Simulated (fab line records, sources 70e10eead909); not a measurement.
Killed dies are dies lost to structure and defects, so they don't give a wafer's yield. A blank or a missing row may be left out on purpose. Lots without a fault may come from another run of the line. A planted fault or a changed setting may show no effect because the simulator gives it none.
Chamber matching | flow nand_harc | NHARC_A_STAIRCASE_CMP_152 on cmp-03: 4 sister chambers
The step polishes. 20 wafers are shown with their chamber, then 10 later ones without.

WAFERS WITH THEIR CHAMBER
wafer  | chamber | motor_current_A (A) | slurry_filter_dp_kPa (kPa)
L075.1 | 3       | 13.7                | 13.51
L075.3 | 2       | 11.9                | 13.35
L075.4 | 1       | 12.2                | 13.50
L077.1 | 3       | 12.6                | 13.43
L077.5 | 3       | 13.0                | 13.66
L077.6 | 0       | 11.8                | 13.45
L078.3 | 3       | 13.5                | 13.62
L078.4 | 1       | 12.0                | 13.38
L078.6 | 0       | 12.3                | 13.47
L079.1 | 3       | 13.0                | 13.47
L079.2 | 2       | 12.0                | 13.42
L079.3 | 1       | 12.8                | 13.34
L082.1 | 0       | 12.0                | 13.60
L082.3 | 1       | 12.9                | 13.61
L082.5 | 0       | 12.7                | 13.53
L084.3 | 0       | 12.6                | 13.44
L084.4 | 1       | 12.9                | 13.53
L084.6 | 1       | 13.0                | 13.44
L089.1 | 0       | 12.4                | 13.67
L089.4 | 1       | 12.7                | 13.61

SIGNATURES (means of the wafers above)
reading              | chamber 0 | chamber 1 | chamber 2 | chamber 3 | scatter within a chamber
motor_current_A      | 12.300    | 12.643    | 11.950    | 13.160    | 0.377
slurry_filter_dp_kPa | 13.5267   | 13.4871   | 13.3850   | 13.5380   | 0.0972
Rule: a wafer's distance from a chamber is the root of the sum, over the readings, of the square of ((its reading less the chamber's mean) divided by the reading's scatter). The wafer belongs to the nearest chamber; if the next one is less than 2 further off, it can't be placed. The scatter: the root of (the sum of the squares of (reading less its chamber's mean) over the shown wafers, divided by (wafers less chambers)).

WAFERS WITHOUT THEIR CHAMBER
wafer  | motor_current_A (A) | slurry_filter_dp_kPa (kPa)
L089.5 | 12.3                | 13.36
L088.1 | 12.6                | 13.48
L088.3 | 12.6                | 13.39
L088.4 | 12.8                | 13.33
L092.2 | 13.8                | 13.40
L092.3 | 13.0                | 13.65
L092.5 | 13.0                | 13.51
L094.4 | 12.4                | 13.55
L094.5 | 12.0                | 13.56
L094.6 | 12.5                | 13.42

WHICH CHAMBER EACH WENT THROUGH
wafer  | from the rows above               | in truth
L089.5 | can't be placed: 2 or 1 or 0 or 3 | 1
L088.1 | can't be placed: 1 or 0 or 3 or 2 | 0
L088.3 | can't be placed: 1 or 0 or 2 or 3 | 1
L088.4 | can't be placed: 1 or 2 or 3 or 0 | 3
L092.2 | can't be placed: 3 or 1 or 0      | 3
L092.3 | can't be placed: 3 or 1 or 0      | 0
L092.5 | can't be placed: 3 or 1 or 0      | 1
L094.4 | can't be placed: 0 or 1 or 3 or 2 | 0
L094.5 | can't be placed: 0 or 2 or 1      | 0
L094.6 | can't be placed: 1 or 0 or 2 or 3 | 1
Placed correctly: 0 of 10. Can't be placed from these rows: 10 (the true chamber is among the candidates in 10). Placed wrongly: 0.
